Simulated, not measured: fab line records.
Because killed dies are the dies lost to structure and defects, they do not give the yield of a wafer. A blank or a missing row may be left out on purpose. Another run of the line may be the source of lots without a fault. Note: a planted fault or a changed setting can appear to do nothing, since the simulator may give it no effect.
Which tool is to blame? | flow n5-finfet | 9 lots with 27 wafers sampled at 5 steps, on a route of 1938 steps

## WHAT THE GAUGES READ, wafer by wafer
N5_BEOL_M2_CD_MEAS_28: target cd 26.2 nm, target cd y 24.1 nm. Usual: 26.17 nm for cd-nm, sd 0.21.
lot  | measured     | on        | cd-nm (nm)        | flag
L605 | day 7 01:05  | cd-sem-02 | 26.56 25.92 26.54 |
L608 | day 8 04:03  | cd-sem-03 | 26.13 26.25 26.45 |
L612 | day 8 23:16  | cd-sem-02 | 26.58 26.38 26.60 |
L614 | day 9 16:21  | cd-sem-03 | 26.09 26.14 26.16 |
L623 | day 11 20:17 | cd-sem-01 | 26.60 26.12 26.25 |
L624 | day 11 23:37 | cd-sem-01 | 26.33 26.11 26.24 |
L620 | day 12 15:22 | cd-sem-03 | 25.78 25.99 26.02 |
L625 | day 12 21:38 | cd-sem-01 | 26.34 26.48 26.05 |
L626 | day 13 00:02 | cd-sem-03 | 26.20 26.04 26.37 |

N5_BEOL_M4_RC_MEAS_101. Usual: DIBL_N 36.3 mV/V, standard deviation 1.2; DIBL_P 36.3 mV/V, standard deviation 1.4; IOFF_N 0.160 nA/um, standard deviation 0.02; IOFF_P 0.210 nA/um, standard deviation 0.025; ION_N 675 uA/um, standard deviation 9.5; ION_P 462 uA/um, standard deviation 7; SS_N 71.5 mV/dec, standard deviation 0.53; SS_P 73.4 mV/dec, standard deviation 0.55; VT_N 249.5 mV, standard deviation 2.6; VT_P -250.1 mV, standard deviation 2.9.
lot  | measured     | on        | DIBL_N (mV/V)  | DIBL_P (mV/V)  | IOFF_N (nA/um)    | IOFF_P (nA/um)    | ION_N (uA/um) | ION_P (uA/um) | SS_N (mV/dec)  | SS_P (mV/dec)  | VT_N (mV)         | VT_P (mV)            | flag
L605 | day 9 18:37  | prober-02 | 36.3 34.5 35.9 | 34.9 32.6 34.7 | 0.153 0.122 0.137 | 0.215 0.183 0.208 | 677 668 664   | 470 466 461   | 71.7 70.6 70.9 | 73.4 73.0 74.0 | 250.1 249.7 249.9 | -252.6 -251.5 -249.6 |
L608 | day 10 02:20 | prober-02 | 36.7 36.0 35.7 | 37.4 36.1 35.6 | 0.178 0.155 0.147 | 0.258 0.236 0.217 | 679 667 668   | 466 460 460   | 71.6 71.6 71.5 | 74.1 73.8 73.6 | 245.1 250.2 247.7 | -243.4 -246.4 -246.2 |
L612 | day 11 07:54 | prober-02 | 36.4 34.4 34.4 | 35.8 34.2 33.7 | 0.157 0.134 0.129 | 0.224 0.198 0.191 | 671 666 661   | 462 465 461   | 71.4 70.9 71.1 | 72.4 72.1 72.8 | 251.7 250.7 250.5 | -247.5 -250.9 -251.9 |
L614 | day 12 18:58 | prober-02 | 35.2 35.2 36.1 | 34.7 36.1 36.3 | 0.131 0.147 0.147 | 0.185 0.210 0.188 | 658 684 664   | 450 468 453   | 71.7 70.9 71.8 | 73.8 73.9 73.7 | 254.0 251.6 252.1 | -251.0 -248.5 -253.5 |
L623 | day 14 22:32 | prober-01 | 35.8 35.5 34.8 | 36.4 34.8 34.7 | 0.172 0.154 0.147 | 0.200 0.179 0.184 | 682 676 677   | 461 458 464   | 70.8 71.4 70.5 | 73.0 73.1 72.1 | 246.2 247.9 250.8 | -253.4 -254.3 -251.8 |
L624 | day 15 08:37 | prober-01 | 36.0 35.2 35.2 | 36.6 35.6 35.0 | 0.165 0.144 0.141 | 0.215 0.190 0.183 | 682 674 679   | 462 462 466   | 71.3 70.7 71.6 | 73.0 73.1 73.3 | 247.6 250.9 252.5 | -251.8 -250.1 -251.1 |
L620 | day 15 05:05 | prober-02 | 37.2 35.2 37.3 | 34.9 33.0 35.3 | 0.162 0.126 0.164 | 0.192 0.172 0.212 | 673 674 678   | 456 459 460   | 71.7 71.4 71.6 | 73.2 73.3 73.9 | 248.4 256.2 250.0 | -251.6 -251.6 -249.3 |
L625 | day 16 03:17 | prober-02 | 35.3 34.8 34.6 | 36.4 34.8 35.8 | 0.154 0.143 0.151 | 0.208 0.183 0.206 | 679 683 691   | 472 466 466   | 71.6 70.8 71.3 | 72.7 72.7 72.1 | 247.8 248.7 250.1 | -249.9 -250.5 -247.9 |
L626 | day 15 20:00 | prober-01 | 33.8 35.6 36.2 | 35.9 36.3 37.2 | 0.157 0.190 0.183 | 0.187 0.194 0.204 | 675 668 668   | 459 452 452   | 70.8 71.2 71.7 | 73.3 73.7 74.0 | 248.4 248.9 250.5 | -252.7 -254.3 -252.4 |

## EACH LOT AND THE TOOL THAT RAN IT (in order: tool; ch and the chambers of the sampled wafers; start)
lot  | N5_BEOL_M2_ETCH_77                 | N5_BEOL_M2_ALD_98                 | N5_BEOL_M2_VIA_ETCH_34
L605 | rie-diel-05 ch 2,3, day 7 01:14    | ald-sin-02 ch 0,1,2, day 7 01:33  | rie-diel-03 ch 0,2,3, day 8 01:55
L608 | rie-diel-03 ch 0,3, day 8 04:22    | ald-sin-01 ch 0,3, day 8 04:33    | rie-diel-03 ch 1,2,3, day 8 08:18
L612 | rie-diel-06 ch 0,2,3, day 8 23:25  | ald-sin-02 ch 1,2, day 9 00:01    | rie-diel-03 ch 0,1,3, day 9 03:11
L614 | rie-diel-05 ch 0,2, day 9 16:32    | ald-sin-02 ch 2,3, day 9 17:41    | rie-diel-05 ch 0,1,3, day 9 21:27
L623 | rie-diel-03 ch 0,2,3, day 11 20:26 | ald-sin-02 ch 1,2,3, day 11 20:55 | rie-diel-05 ch 2,3, day 12 22:54
L624 | rie-diel-06 ch 0,1,3, day 11 23:47 | ald-sin-04 ch 0,1,2, day 12 00:08 | rie-diel-03 ch 0,1, day 13 02:43
L620 | rie-diel-05 ch 2,3, day 12 15:31   | ald-sin-04 ch 1,2, day 12 16:09   | rie-diel-05 ch 1,2, day 13 02:55
L625 | rie-diel-03 ch 1,2, day 12 21:47   | ald-sin-04 ch 1,2, day 12 21:53   | rie-diel-06 ch 1,3, day 13 14:37
L626 | rie-diel-03 ch 1,2,3, day 13 00:12 | ald-sin-02 ch 0,1,2, day 13 00:18 | rie-diel-03 ch 0,3, day 13 09:31
- N5_BEOL_M2_ETCH_77: etches underlayer in N2/H2, target depth 6.5 nm, time 5.2 s.
- N5_BEOL_M2_ALD_98: deposits SiO2, target thk 2.5 nm, pulse time 1 s, co reactant pulse time 1 s.
- N5_BEOL_M2_VIA_ETCH_34: etches the open film in C4F6/O2, target depth 69.4 nm, time 65.9 s.

## WHAT THE TOOLS THEMSELVES READ (means of the sampled wafers that have a number; where no wafer has one, the mark that the record gives instead)
N5_BEOL_M2_ETCH_77. Usual: bias-w 150.0 W, standard deviation 0.46; chamber-pressure-mTorr 30.01 mTorr, standard deviation 0.039; drypump-motor-current-A 5.49 A, standard deviation 0.21; etch-rf-on-time-s 5.23 s, standard deviation 0.085; oes-product-au 0.67 a.u., standard deviation 0.067; rf-vpp-V 523.9 V, standard deviation 2.7; showerhead-plenum-p-Torr 2.54 Torr, standard deviation 0.086; throttle-valve-pct 17.83 %, standard deviation 0.2.
lot  | tool        | bias-w (W) | chamber-pressure-mTorr (mTorr) | drypump-motor-current-A (A) | etch-rf-on-time-s (s) | oes-product-au (a.u.) | rf-vpp-V (V) | showerhead-plenum-p-Torr (Torr) | throttle-valve-pct (%) | flag
L605 | rie-diel-05 | 149.8      | 30.03                          | 5.81                        | 5.29                  | 0.68                  | 523.4        | 2.55                            | 17.65                  |
L608 | rie-diel-03 | 149.6      | 29.99                          | 5.40                        | 5.23                  | 0.66                  | 525.8        | 2.55                            | 17.84                  |
L612 | rie-diel-06 | 149.7      | 30.01                          | 5.37                        | 5.20                  | 0.64                  | 522.5        | 2.50                            | 17.91                  |
L614 | rie-diel-05 | 149.6      | 30.02                          | 5.38                        | 5.30                  | 0.62                  | 526.5        | 2.59                            | 18.00                  |
L623 | rie-diel-03 | -          | -                              | -                           | -                     | -                     | -            | -                               | -                      | OFF
L624 | rie-diel-06 | 150.4      | 30.01                          | 5.58                        | 5.23                  | 0.63                  | 523.3        | 2.50                            | 17.90                  |
L620 | rie-diel-05 | -          | -                              | -                           | -                     | -                     | -            | -                               | -                      | OFF
L625 | rie-diel-03 | 150.2      | 30.01                          | 5.56                        | 5.21                  | 0.65                  | 519.4        | 2.40                            | 17.77                  |
L626 | rie-diel-03 | 150.1      | 30.02                          | 5.45                        | 5.19                  | 0.67                  | 522.8        | 2.48                            | 17.81                  |

N5_BEOL_M2_ALD_98. Usual: heater-power-w 76 W, standard deviation 7.9; precursor-pulse-height-rel 1.002, standard deviation 0.024; susceptor-temp-C 100.00 C, standard deviation 0.14.
lot  | tool       | heater-power-w (W) | precursor-pulse-height-rel | susceptor-temp-C (C) | flag
L605 | ald-sin-02 | 75                 | 1.005                      | 100.05               |
L608 | ald-sin-01 | 85                 | 1.009                      | 99.85                |
L612 | ald-sin-02 | 73                 | 1.003                      | 100.06               |
L614 | ald-sin-02 | 80                 | 0.987                      | 100.05               |
L623 | ald-sin-02 | 79                 | 1.000                      | 100.01               |
L624 | ald-sin-04 | 73                 | 0.972                      | 100.07               |
L620 | ald-sin-04 | 69                 | 1.020                      | 100.11               |
L625 | ald-sin-04 | 70                 | 0.998                      | 99.89                |
L626 | ald-sin-02 | 75                 | 1.000                      | 99.91                |

N5_BEOL_M2_VIA_ETCH_34. Usual: C4F6_flow_sccm 10.01 sccm, standard deviation 0.031; O2_flow_sccm 10.005 sccm, standard deviation 0.029; drypump-motor-current-A 5.50 A, standard deviation 0.21; oes-product-au 0.78 a.u., standard deviation 0.074; rf-vpp-V 667 V, standard deviation 5.1; showerhead-plenum-p-Torr 2.82 Torr, standard deviation 0.094; throttle-valve-pct 30.74 %, standard deviation 0.22.
lot  | tool        | C4F6_flow_sccm (sccm) | O2_flow_sccm (sccm) | drypump-motor-current-A (A) | oes-product-au (a.u.) | rf-vpp-V (V) | showerhead-plenum-p-Torr (Torr) | throttle-valve-pct (%) | flag
L605 | rie-diel-03 | 10.03                 | 9.993               | 5.46                        | 0.78                  | 664          | 2.78                            | 30.75                  |
L608 | rie-diel-03 | 10.02                 | 9.997               | 5.45                        | 0.83                  | 666          | 2.80                            | 30.69                  |
L612 | rie-diel-03 | 10.01                 | 10.022              | 5.41                        | 0.83                  | 670          | 2.87                            | 30.65                  |
L614 | rie-diel-05 | 9.99                  | 10.016              | 5.44                        | 0.85                  | 666          | 2.91                            | 30.84                  |
L623 | rie-diel-05 | 10.02                 | 9.982               | 5.70                        | 0.79                  | 670          | 2.86                            | 30.71                  |
L624 | rie-diel-03 | 9.99                  | 9.977               | 5.45                        | 0.75                  | 668          | 2.84                            | 30.58                  |
L620 | rie-diel-05 | 10.03                 | 10.020              | 5.66                        | 0.82                  | 672          | 2.87                            | 30.74                  |
L625 | rie-diel-06 | 10.01                 | 9.994               | 5.69                        | 0.76                  | 669          | 2.85                            | 30.61                  |
L626 | rie-diel-03 | 10.00                 | 10.011              | 5.39                        | 0.74                  | 666          | 2.83                            | 30.77                  |

## THE ANSWER, worked out from the rows above alone
Rule: a lot is off if the mean of its wafers that have a number lies more than 3 standard deviations from the usual mean. Also off: a lot with no number at a reading for which 4 or more lots have one. The other lots that the step has rows for count as sound. After the gauges, taken in route order, come the tools' own readings; for these a lot's mean is taken, as printed above. At the first step where some lot is off, the reading lying furthest off is the one used; lots without a number count as furthest.
Off: L623, L620 (N5_BEOL_M2_ETCH_77, bias-w). Without a number there: L623, L620.
If a tool, at that step or one of the process steps before it, ran each lot that is off and ran no sound lot following the first of them, it fits. None of those tried fits.

## WHAT HAD BEEN PUT IN BY THE SIMULATOR
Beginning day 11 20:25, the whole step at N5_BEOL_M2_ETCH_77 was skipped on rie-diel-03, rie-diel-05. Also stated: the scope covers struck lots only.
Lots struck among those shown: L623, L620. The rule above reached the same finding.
